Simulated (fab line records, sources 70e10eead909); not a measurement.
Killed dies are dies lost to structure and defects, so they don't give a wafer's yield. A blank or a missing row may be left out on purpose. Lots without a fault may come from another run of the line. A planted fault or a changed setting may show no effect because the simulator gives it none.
Which tool did it? | flow nand_harc | 7 lots, 21 wafers sampled, at 1 step of a route of 1159

WHAT THE GAUGES READ, wafer by wafer
NHARC_P_GATE_INSPECT_28.
lot  | measured    | on                | raw_defect_count
L440 | day 5 06:50 | defect_inspect-02 | 7 6 9
L444 | day 6 10:33 | defect_inspect-01 | 8 10 5
L450 | day 7 21:44 | defect_inspect-02 | 6 9 5
L449 | day 7 23:03 | defect_inspect-01 | 1 4 3
L454 | day 8 11:56 | defect_inspect-02 | 4 10 0
L455 | day 9 01:21 | defect_inspect-02 | 8 4 4
L458 | day 9 14:32 | defect_inspect-01 | 2 2 8

WHICH TOOL RAN EACH LOT (tool, then ch and the chambers of the sampled wafers, then the start)
The record holds no process step before these readings.

THE ANSWER, worked out from the rows above alone
Rule: what is usual is taken from the lots themselves. Put in order of their means at a reading, lots are off if they are a third of the lots or fewer, leave a main group of 4 or more, and stand apart from it by a gap of 3 or more times the standard deviation of the main group's means; of several such gaps the widest counts. A main group whose means are all the same, to the digits that the tables above print for the reading, isn't used. A lot without any number at a reading at which 4 lots or more have one is off too. The other lots that the step has rows for count as sound.
No lot is off at any reading shown: from this, nothing can be told.

WHAT THE SIMULATOR HAD PUT IN
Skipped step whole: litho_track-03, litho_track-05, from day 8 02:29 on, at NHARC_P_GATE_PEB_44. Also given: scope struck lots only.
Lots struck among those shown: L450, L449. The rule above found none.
